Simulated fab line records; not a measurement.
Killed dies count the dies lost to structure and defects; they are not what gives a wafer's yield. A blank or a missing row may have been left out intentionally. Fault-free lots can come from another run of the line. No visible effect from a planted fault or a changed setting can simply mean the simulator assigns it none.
Split-lot study + flow n5_finfet + 39 wafers read from 7 lots, route of 1938 steps

== THE SPLIT ITSELF ==
At N5_BEOL_M15_ILD_DEP_00 (deposits SiO2 from TEOS/O2, target thk 1629.3 nm, time 346.1 s), the setting time_s was moved away from the recipe's 346.1 s on 15 of the 39 wafers read, by -47.4% to +44.0%. This setting was run at the recipe's value on the other wafers.

There is no step in the file separating the split from the reading.

== THE READING ==
Values of M15_ILD_THK in nm from N5_BEOL_M15_THK_MEAS_01. Fault-free wafers of this fab line usually give 1635 nm, standard deviation 24 nm.

| wafer  | tool, chamber at the split | time_s as run, s | against the recipe | M15_ILD_THK, nm | against lot-mates on the recipe |
|--------|----------------------------|------------------|--------------------|-----------------|---------------------------------|
| L074.1 | pecvd-01, 2                | 417              | +20.5%             | 1926            | +291                            |
| L074.2 | pecvd-01, 1                | 346.1            | recipe             | 1621            | -                               |
| L074.3 | pecvd-01, 2                | 417              | +20.5%             | 1964            | +329                            |
| L074.4 | pecvd-01, 1                | 346.1            | recipe             | 1641            | -                               |
| L074.5 | pecvd-01, 1                | 346.1            | recipe             | 1643            | -                               |
| L074.6 | pecvd-01, 2                | 417              | +20.5%             | 1979            | +344                            |
| L081.1 | pecvd-04, 0                | 346.1            | recipe             | 1667            | -                               |
| L081.2 | pecvd-04, 1                | 346.1            | recipe             | 1636            | -                               |
| L081.3 | pecvd-04, 2                | 498.5            | +44.0%             | 2339            | +681                            |
| L081.4 | pecvd-04, 1                | 498.5            | +44.0%             | 2358            | +700                            |
| L081.5 | pecvd-04, 2                | 346.1            | recipe             | 1670            | -                               |
| L081.6 | pecvd-04, 0                | 498.5            | +44.0%             | 2408            | +750                            |
| L083.1 | pecvd-03, 0                | 346.1            | recipe             | 1602            | -                               |
| L083.4 | pecvd-03, 1                | 346.1            | recipe             | 1649            | -                               |
| L083.5 | pecvd-03, 2                | 346.1            | recipe             | 1658            | -                               |
| L084.1 | pecvd-03, 2                | 346.1            | recipe             | 1596            | -                               |
| L084.2 | pecvd-03, 1                | 346.1            | recipe             | 1610            | -                               |
| L084.3 | pecvd-03, 0                | 433              | +25.1%             | 2019            | +400                            |
| L084.4 | pecvd-03, 2                | 346.1            | recipe             | 1650            | -                               |
| L084.5 | pecvd-03, 0                | 433              | +25.1%             | 2042            | +423                            |
| L084.6 | pecvd-03, 1                | 433              | +25.1%             | 2052            | +433                            |
| L085.1 | pecvd-01, 0                | 182.2            | -47.4%             | 819             | -812                            |
| L085.2 | pecvd-01, 2                | 346.1            | recipe             | 1629            | -                               |
| L085.3 | pecvd-01, 1                | 182.2            | -47.4%             | 855             | -776                            |
| L085.4 | pecvd-01, 1                | 346.1            | recipe             | 1626            | -                               |
| L085.5 | pecvd-01, 2                | 182.2            | -47.4%             | 887             | -744                            |
| L085.6 | pecvd-01, 0                | 346.1            | recipe             | 1638            | -                               |
| L088.1 | pecvd-01, 2                | 470.4            | +35.9%             | 2188            | +578                            |
| L088.2 | pecvd-01, 0                | 470.4            | +35.9%             | 2171            | +561                            |
| L088.3 | pecvd-01, 1                | 346.1            | recipe             | 1605            | -                               |
| L088.4 | pecvd-01, 2                | 470.4            | +35.9%             | 2225            | +615                            |
| L088.5 | pecvd-01, 0,1              | 346.1            | recipe             | 1613            | -                               |
| L088.6 | pecvd-01, 0,1              | 346.1            | recipe             | 1611            | -                               |
| L091.1 | pecvd-03, 2                | 346.1            | recipe             | 1634            | -                               |
| L091.2 | pecvd-03, 1                | 346.1            | recipe             | 1623            | -                               |
| L091.3 | pecvd-03, 0                | 346.1            | recipe             | 1621            | -                               |
| L091.4 | pecvd-03, 2                | 346.1            | recipe             | 1683            | -                               |
| L091.5 | pecvd-03, 0                | 346.1            | recipe             | 1636            | -                               |
| L091.6 | pecvd-03, 1                | 346.1            | recipe             | 1649            | -                               |
If several chambers appear in one row, that row covers several wafers at once and the file leaves open which wafer was in which chamber.

FIT RESULTS
A straight line over all 39 wafers: M15_ILD_THK changes by +16.3 nm for each +1% of time_s; r = +1.00; the points scatter about the line by 25 nm.
The same after taking each lot's own level away (the mean of its wafers on the recipe; 39 wafers): +16.3 nm for each +1%; r = +1.00; scatter 21 nm.
Per that fit: largest time_s move, reading shift of 7.7e+02 nm.
The lots' own levels span 1609.7 to 1657.7 nm, that is 2.0 times the standard deviation above.
Consequently the slope shifts little with the lot-to-lot level, the two slopes agreeing.
Check: -765 nm against its lot-mates is what the line predicts for one of the wafers moved furthest among these (-47.4%) when that wafer is left out of the fit. Against them it came out at -812 nm.

== FURTHER SPLITS ON THESE WAFERS ==
These wafers also went through other splits before the reading. Each is held against what the fit with the lots' levels taken away leaves over:
| other split on the same wafers         | wafers away from the commonest value | r with M15_ILD_THK (lot level and that fit taken away) |
|----------------------------------------|--------------------------------------|--------------------------------------------------------|
| N5_BEOL_M10_ILD_DEP_00 time_s          | 18                                   | +0.09                                                  |
| N5_BEOL_M11_VIA_ETCH_34 target_depth_a | 12                                   | -0.18                                                  |

== THE WHOLE CHAIN: every reading that the file lists as answering this split, in the file's order ==
| step                    | what it does                                                   | reading                                                                             | change (the file's fit)              | r (the file's) |
|-------------------------|----------------------------------------------------------------|-------------------------------------------------------------------------------------|--------------------------------------|----------------|
| N5_BEOL_M15_ILD_DEP_00  | deposits SiO2 from TEOS/O2, target thk 1629.3 nm, time 346.1 s | SiO2_of_BEOL_M15_ILD_DEP_00.thk_nm (the simulator's own value, which no gauge read) | +16.3 nm for each +1% of the setting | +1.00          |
| N5_BEOL_M15_THK_MEAS_01 |                                                                | M15_ILD_THK                                                                         | +16.3 for each +1% of the setting    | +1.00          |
| N5_BEOL_M15_VIA_ETCH_16 | etches SiO2 in C4F8/O2/Ar, target depth 1792.2 nm              | etch.depth_nm (the simulator's own value, which no gauge read)                      | +16.3 nm for each +1% of the setting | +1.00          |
| N5_BEOL_M15_VIA_ETCH_16 | etches SiO2 in C4F8/O2/Ar, target depth 1792.2 nm              | coat_of_BEOL_M15_COAT_04.thk_nm (the simulator's own value, which no gauge read)    | -3.83 nm for each +1% of the setting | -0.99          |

== FILE'S OWN FIT ==
M15_ILD_THK changes by +16.3 nm for each +1% of time_s, r = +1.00.
